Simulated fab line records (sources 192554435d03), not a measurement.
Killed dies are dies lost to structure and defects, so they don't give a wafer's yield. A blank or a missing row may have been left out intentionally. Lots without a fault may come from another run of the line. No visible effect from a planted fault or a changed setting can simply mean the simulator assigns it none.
Which of the tools did it? -- flow n5Finfet -- 23 lots with 69 wafers sampled at 6 steps, on a route of 1938 steps

== WHAT THE GAUGES SHOWED, per wafer ==
The record lacks any reading of a measuring or inspecting step that a usual standard deviation could be used to judge.

== WHAT TOOL EACH LOT RAN ON (gives the tool, then ch and the chambers of the sampled wafers, and finally the start) ==
lot,N5_MOL_CONTACT_COAG_TI_SIL_19,N5_MOL_CONTACT_COAG_PRE_CLEAN_142,N5_MOL_CONTACT_COAG_DESCUM_88,N5_MOL_CONTACT_COAG_VIA_ETCH_46,N5_MOL_CONTACT_COAG_CVD_140,N5_BEOL_M0_SAQP_ILD_DEP_01
L075,"pvdSputter-03, day 5 04:56","pvdSputter-03, day 5 11:14","rieDiel-03 ch 0,1, day 5 15:56","rieDiel-03 ch 1,2,3, day 5 16:26","cvdW-02 ch 0,1, day 5 18:22","pecvd-04 ch 0,1, day 5 23:48"
L074,"pvdSputter-02, day 5 07:16","pvdSputter-03, day 5 14:13","rieDiel-03 ch 0,3, day 5 18:47","rieDiel-01 ch 0,2,3, day 5 19:15","cvdW-01 ch 0,1, day 5 21:17","pecvd-02 ch 0,2, day 6 02:47"
L076,"pvdSputter-01, day 5 07:42","pvdSputter-03, day 5 14:34","rieDiel-06 ch 0,1,2, day 5 19:16","rieDiel-06 ch 0,1,2, day 5 20:01","cvdW-02 ch 0,1, day 5 22:01","pecvd-01 ch 0,1,2, day 6 02:48"
L077,"pvdSputter-02, day 5 14:46","pvdSputter-02, day 5 22:27","rieDiel-01 ch 0,1,2, day 6 02:46","rieDiel-01 ch 2,3, day 6 03:14","cvdW-02 ch 0,1, day 6 05:57","pecvd-02 ch 1,2, day 6 09:59"
L078,"pvdSputter-01, day 5 22:45","pvdSputter-02, day 6 06:23","rieDiel-03 ch 0,1,3, day 6 10:51","rieDiel-01 ch 2,3, day 6 11:19","cvdW-02 ch 0,1, day 6 13:20","pecvd-04 ch 1,2, day 6 17:19"
L079,"pvdSputter-03, day 6 01:30","pvdSputter-02, day 6 06:58","rieDiel-03 ch 1,3, day 6 11:26","rieDiel-01 ch 1,2,3, day 6 11:55","cvdW-01 ch 0,1, day 6 13:38","pecvd-04 ch 0,1,2, day 6 20:18"
L080,"pvdSputter-02, day 6 08:30","pvdSputter-01, day 6 14:49","rieDiel-01 ch 1,2,3, day 6 19:23","rieDiel-06 ch 0,3, day 6 19:52","cvdW-01 ch 0,1, day 6 21:36","pecvd-04 ch 1,2, day 7 01:37"
L081,"pvdSputter-03, day 6 14:58","pvdSputter-02, day 6 19:38","rieDiel-06 ch 0,2,3, day 7 00:13","rieDiel-03 ch 0,2, day 7 00:44","cvdW-01 ch 0,1, day 7 03:05","pecvd-02 ch 1,2, day 7 07:07"
L082,"pvdSputter-03, day 6 20:55","pvdSputter-03, day 7 02:16","rieDiel-01 ch 1,2,3, day 7 06:11","rieDiel-06 ch 0,1,3, day 7 06:45","cvdW-01 ch 0,1, day 7 08:29","pecvd-02 ch 0,1,2, day 7 12:31"
L084,"pvdSputter-02, day 7 09:07","pvdSputter-03, day 7 14:28","rieDiel-06 ch 0,2, day 7 18:26","rieDiel-06 ch 0,1,2, day 7 18:54","cvdW-01 ch 0,1, day 8 02:51","pecvd-02 ch 0,1,2, day 8 06:52"
L085,"pvdSputter-02, day 7 14:28","pvdSputter-03, day 7 17:54","rieDiel-06 ch 0,1,3, day 8 02:06","rieDiel-01 ch 1,2,3, day 8 02:38","cvdW-02 ch 0,1, day 8 04:29","pecvd-04 ch 0,1,2, day 8 09:52"
L086,"pvdSputter-03, day 8 02:14","pvdSputter-02, day 8 07:25","rieDiel-03 ch 1,3, day 8 12:04","rieDiel-03 ch 0,3, day 8 12:37","cvdW-02 ch 0, day 8 15:00","pecvd-01 ch 0,1, day 8 19:21"
L087,"pvdSputter-01, day 8 06:05","pvdSputter-01, day 8 11:12","rieDiel-06 ch 0,1, day 8 16:34","rieDiel-06 ch 0,1,3, day 8 17:17","cvdW-01 ch 0,1, day 8 19:47","pecvd-04 ch 1,2, day 8 23:49"
L088,"pvdSputter-03, day 8 08:05","pvdSputter-01, day 8 12:46","rieDiel-06 ch 0,1,3, day 8 17:28","rieDiel-03 ch 0,3, day 8 19:17","cvdW-02 ch 0,1, day 8 21:16","pecvd-02 ch 0,1, day 9 02:49"
L089,"pvdSputter-01, day 8 11:00","pvdSputter-03, day 8 15:13","rieDiel-01 ch 1,2, day 8 21:01","rieDiel-01 ch 0,2, day 8 21:36","cvdW-01 ch 0,1, day 9 00:20","pecvd-02 ch 0,2, day 9 05:49"
L090,"pvdSputter-01, day 8 19:56","pvdSputter-01, day 9 01:31","rieDiel-03 ch 0,2,3, day 9 05:27","rieDiel-03 ch 2,3, day 9 05:55","cvdW-01 ch 0,1, day 9 07:44","pecvd-01 ch 0,2, day 9 11:46"
L091,"pvdSputter-01, day 9 06:43","pvdSputter-01, day 9 12:13","rieDiel-01 ch 0,2,3, day 9 16:25","rieDiel-01 ch 0,2,3, day 9 16:53","cvdW-02 ch 0,1, day 9 18:38","pecvd-01 ch 0,1,2, day 9 22:50"
L092,"pvdSputter-01, day 9 06:49","pvdSputter-03, day 9 15:30","rieDiel-06 ch 2,3, day 9 19:31","rieDiel-06 ch 2,3, day 9 19:59","cvdW-01 ch 0, day 9 22:34","pecvd-02 ch 0,1, day 10 02:37"
L093,"pvdSputter-03, day 9 13:01","pvdSputter-02, day 9 18:57","rieDiel-06 ch 1,2,3, day 9 23:31","rieDiel-06 ch 1,2, day 9 23:59","cvdW-02 ch 0,1, day 10 01:52","pecvd-01 ch 0,1, day 10 05:53"
L094,"pvdSputter-01, day 9 18:58","pvdSputter-01, day 10 00:38","rieDiel-01 ch 0,2,3, day 10 04:44","rieDiel-03 ch 0,1,3, day 10 05:13","cvdW-02 ch 0,1, day 10 07:04","pecvd-04 ch 0,2, day 10 11:06"
L095,"pvdSputter-02, day 9 23:59","pvdSputter-02, day 10 04:12","rieDiel-01 ch 1,2,3, day 10 08:08","rieDiel-01 ch 0,1,3, day 10 09:04","cvdW-02 ch 0,1, day 10 11:05","pecvd-02 ch 0,1, day 10 15:03"
L096,"pvdSputter-02, day 10 04:38","pvdSputter-01, day 10 08:44","rieDiel-06 ch 0,1,3, day 10 13:31","rieDiel-03 ch 1,2,3, day 10 13:59","cvdW-01 ch 0,1, day 10 15:59","pecvd-01 ch 0,2, day 10 20:02"
L097,"pvdSputter-03, day 10 17:41","pvdSputter-01, day 10 20:46","rieDiel-03 ch 0,1,3, day 11 00:57","rieDiel-03 ch 0,2, day 11 01:28","cvdW-02 ch 1, day 11 03:38","pecvd-04 ch 0,2, day 11 07:41"
- N5_MOL_CONTACT_COAG_TI_SIL_19: material Ti, target thk 4.2 nm, time 15 s.
- N5_MOL_CONTACT_COAG_PRE_CLEAN_142: time 60 s.
- N5_MOL_CONTACT_COAG_DESCUM_88: chemistry O2, time 7 s.
- N5_MOL_CONTACT_COAG_VIA_ETCH_46: etches SiO2 in C4F6/O2, target depth 46 nm, overetch 9.2 nm, time 40 s.
- N5_MOL_CONTACT_COAG_CVD_140: deposits W, target thk 66.5 nm, time 215 s.
- N5_BEOL_M0_SAQP_ILD_DEP_01: deposits SiOC from DEMS/O2, target thk 45.419 nm, time 8.7 s.

== WHAT THE TOOLS THEMSELVES READ (means of the sampled wafers that have a number; where no wafer has one, the mark that the record gives instead) ==
N5_MOL_CONTACT_COAG_TI_SIL_19.
lot,tool,susceptorTempC (C),throttleValvePct (%)
L075,pvdSputter-03,199.84,30.0
L074,pvdSputter-02,199.96,29.8
L076,pvdSputter-01,200.16,30.2
L077,pvdSputter-02,200.02,29.9
L078,pvdSputter-01,200.02,30.7
L079,pvdSputter-03,199.88,29.7
L080,pvdSputter-02,199.96,29.8
L081,pvdSputter-03,200.21,30.3
L082,pvdSputter-03,199.99,29.6
L084,pvdSputter-02,200.11,29.9
L085,pvdSputter-02,199.95,30.2
L086,pvdSputter-03,200.02,29.9
L087,pvdSputter-01,199.86,30.6
L088,pvdSputter-03,199.89,29.0
L089,pvdSputter-01,200.02,30.1
L090,pvdSputter-01,200.08,30.2
L091,pvdSputter-01,199.92,29.9
L092,pvdSputter-01,200.01,30.1
L093,pvdSputter-03,199.96,28.9
L094,pvdSputter-01,199.89,29.9
L095,pvdSputter-02,200.10,30.0
L096,pvdSputter-02,200.19,29.7
L097,pvdSputter-03,199.99,28.9

N5_MOL_CONTACT_COAG_PRE_CLEAN_142.
lot,tool,heaterPowerW (W),susceptorTempC (C)
L075,pvdSputter-03,462,299.96
L074,pvdSputter-03,484,299.95
L076,pvdSputter-03,475,300.01
L077,pvdSputter-02,457,299.98
L078,pvdSputter-02,463,299.94
L079,pvdSputter-02,462,299.90
L080,pvdSputter-01,457,299.78
L081,pvdSputter-02,407,299.90
L082,pvdSputter-03,446,299.93
L084,pvdSputter-03,482,300.09
L085,pvdSputter-03,455,300.16
L086,pvdSputter-02,455,300.04
L087,pvdSputter-01,475,299.96
L088,pvdSputter-01,448,299.97
L089,pvdSputter-03,470,300.08
L090,pvdSputter-01,458,300.03
L091,pvdSputter-01,440,300.03
L092,pvdSputter-03,444,300.01
L093,pvdSputter-02,462,300.05
L094,pvdSputter-01,448,299.94
L095,pvdSputter-02,461,300.24
L096,pvdSputter-01,459,300.35
L097,pvdSputter-01,455,300.07

N5_MOL_CONTACT_COAG_DESCUM_88.
lot,tool,drypumpMotorCurrentA (A),oesProductAu (a.u.),rfVppV (V),showerheadPlenumPTorr (Torr),throttleValvePct (%)
L075,rieDiel-03,5.5,0.73,242.6,2.06,20.58
L074,rieDiel-03,5.7,0.78,242.7,2.08,20.41
L076,rieDiel-06,5.8,0.74,243.6,2.08,20.44
L077,rieDiel-01,5.5,0.72,242.5,2.08,20.65
L078,rieDiel-03,5.9,0.76,243.3,2.13,20.46
L079,rieDiel-03,6.0,0.74,244.3,2.17,20.53
L080,rieDiel-01,5.5,0.72,242.4,2.06,20.72
L081,rieDiel-06,5.8,0.80,242.7,2.08,20.52
L082,rieDiel-01,5.5,0.72,243.2,2.06,20.72
L084,rieDiel-06,6.1,0.74,243.3,2.06,20.55
L085,rieDiel-06,5.9,0.88,241.9,2.03,20.29
L086,rieDiel-03,6.0,0.73,244.3,2.16,20.55
L087,rieDiel-06,6.2,0.82,241.7,2.02,20.30
L088,rieDiel-06,5.8,0.87,241.6,2.03,20.29
L089,rieDiel-01,5.6,0.69,242.1,2.05,20.76
L090,rieDiel-03,5.9,0.83,244.1,2.14,20.39
L091,rieDiel-01,5.6,0.72,243.5,2.10,20.49
L092,rieDiel-06,5.4,0.91,243.1,2.07,20.43
L093,rieDiel-06,5.4,0.91,243.7,2.07,20.23
L094,rieDiel-01,5.6,0.70,243.3,2.10,20.50
L095,rieDiel-01,5.5,0.70,242.0,2.05,20.75
L096,rieDiel-06,5.8,0.84,242.0,2.03,20.31
L097,rieDiel-03,5.9,0.83,242.9,2.11,20.40

N5_MOL_CONTACT_COAG_VIA_ETCH_46.
lot,tool,C4F6_flow_sccm (sccm),drypumpMotorCurrentA (A),oesProductAu (a.u.),rfVppV (V),showerheadPlenumPTorr (Torr),throttleValvePct (%)
L075,rieDiel-03,9.98,6.0,0.68,1595,2.88,41.2
L074,rieDiel-01,10.01,5.6,0.66,1584,2.87,41.1
L076,rieDiel-06,9.99,5.8,0.66,1598,2.81,40.8
L077,rieDiel-01,10.00,5.7,0.66,1569,2.83,41.2
L078,rieDiel-01,9.98,5.6,0.65,1580,2.82,41.1
L079,rieDiel-01,10.01,5.6,0.65,1575,2.79,41.3
L080,rieDiel-06,9.97,6.2,0.76,1603,2.76,41.1
L081,rieDiel-03,10.01,5.4,0.72,1600,2.83,40.8
L082,rieDiel-06,9.99,5.8,0.79,1585,2.77,40.9
L084,rieDiel-06,10.01,5.8,0.73,1599,2.80,40.7
L085,rieDiel-01,10.02,5.5,0.64,1575,2.78,41.3
L086,rieDiel-03,10.00,6.2,0.72,1609,2.90,40.6
L087,rieDiel-06,9.98,5.9,0.77,1585,2.76,40.8
L088,rieDiel-03,10.02,6.2,0.71,1610,2.90,40.6
L089,rieDiel-01,9.99,5.7,0.64,1571,2.86,41.1
L090,rieDiel-03,10.01,6.0,0.79,1614,3.01,40.9
L091,rieDiel-01,10.04,5.6,0.64,1582,2.85,41.1
L092,rieDiel-06,9.98,5.4,0.83,1607,2.85,41.0
L093,rieDiel-06,10.00,5.4,0.83,1599,2.84,40.6
L094,rieDiel-03,10.02,5.9,0.76,1597,2.88,40.8
L095,rieDiel-01,10.01,5.4,0.63,1590,2.81,41.2
L096,rieDiel-03,10.03,6.0,0.80,1603,2.98,41.0
L097,rieDiel-03,10.01,5.4,0.68,1599,2.82,40.8

N5_MOL_CONTACT_COAG_CVD_140.
lot,tool,heaterPowerOuterW (W),heaterPowerW (W),susceptorTempC (C)
L075,cvdW-02,278,508,299.98
L074,cvdW-01,270,452,299.95
L076,cvdW-02,262,489,300.00
L077,cvdW-02,265,483,299.63
L078,cvdW-02,283,510,299.83
L079,cvdW-01,301,505,299.93
L080,cvdW-01,305,504,300.10
L081,cvdW-01,304,506,300.17
L082,cvdW-01,307,517,299.94
L084,cvdW-01,271,456,300.09
L085,cvdW-02,280,508,299.82
L086,cvdW-02,248,469,299.95
L087,cvdW-01,300,510,299.91
L088,cvdW-02,282,504,300.01
L089,cvdW-01,267,451,299.89
L090,cvdW-01,268,449,300.05
L091,cvdW-02,264,485,300.07
L092,cvdW-01,344,583,300.13
L093,cvdW-02,272,485,300.10
L094,cvdW-02,285,521,300.04
L095,cvdW-02,266,494,299.93
L096,cvdW-01,274,457,299.78
L097,cvdW-02,299,527,300.29

N5_BEOL_M0_SAQP_ILD_DEP_01.
lot,tool,heaterPowerOuterW (W),heaterPowerW (W),showerheadPlenumPTorr (Torr),susceptorTempC (C),throttleValvePct (%)
L075,pecvd-04,307,553,5.693,350.05,11.8
L074,pecvd-02,254,520,5.710,349.76,12.0
L076,pecvd-01,312,559,5.690,349.95,12.6
L077,pecvd-02,223,443,5.696,350.16,12.4
L078,pecvd-04,289,511,5.685,350.03,11.5
L079,pecvd-04,298,535,5.690,349.95,11.5
L080,pecvd-04,301,538,5.685,350.30,11.7
L081,pecvd-02,250,473,5.699,350.05,12.7
L082,pecvd-02,225,468,5.708,350.19,12.4
L084,pecvd-02,242,490,5.699,350.21,12.2
L085,pecvd-04,255,467,5.683,349.87,11.7
L086,pecvd-01,341,616,5.693,350.02,13.5
L087,pecvd-04,284,509,5.674,350.02,11.8
L088,pecvd-02,211,469,5.703,349.94,12.0
L089,pecvd-02,254,527,5.705,349.90,12.2
L090,pecvd-01,377,658,5.696,349.94,13.6
L091,pecvd-01,314,573,5.697,350.04,12.7
L092,pecvd-02,251,501,5.696,349.99,12.4
L093,pecvd-01,356,616,5.699,350.01,12.5
L094,pecvd-04,309,536,5.702,350.12,11.6
L095,pecvd-02,235,501,5.708,349.97,12.1
L096,pecvd-01,332,620,5.693,350.19,13.5
L097,pecvd-04,291,517,5.706,350.11,11.6

== THE ANSWER, worked out from the rows above alone ==
Rule: the lots themselves supply what counts as usual. Put in order of their means at a reading, lots are off if they are a third of the lots or fewer, leave a main group of 4 or more, and stand apart from it by a gap of 3 or more times the standard deviation of the main group's means; of several such gaps the widest counts. The tables above print the reading to a certain number of digits; a main group whose means all agree to those digits is not used. A lot without any number at a reading at which 4 lots or more have one is off too. All remaining lots with rows at the step are treated as sound. After the gauges, taken in route order, come the tools' own readings; for these a lot's mean is taken, as printed above. At the first step where some lot is off, the reading lying furthest off is the one used; lots without a number count as furthest.
No lot is off at any reading shown: from this, nothing can be told.

== WHAT WAS PUT IN BY THE SIMULATOR ==
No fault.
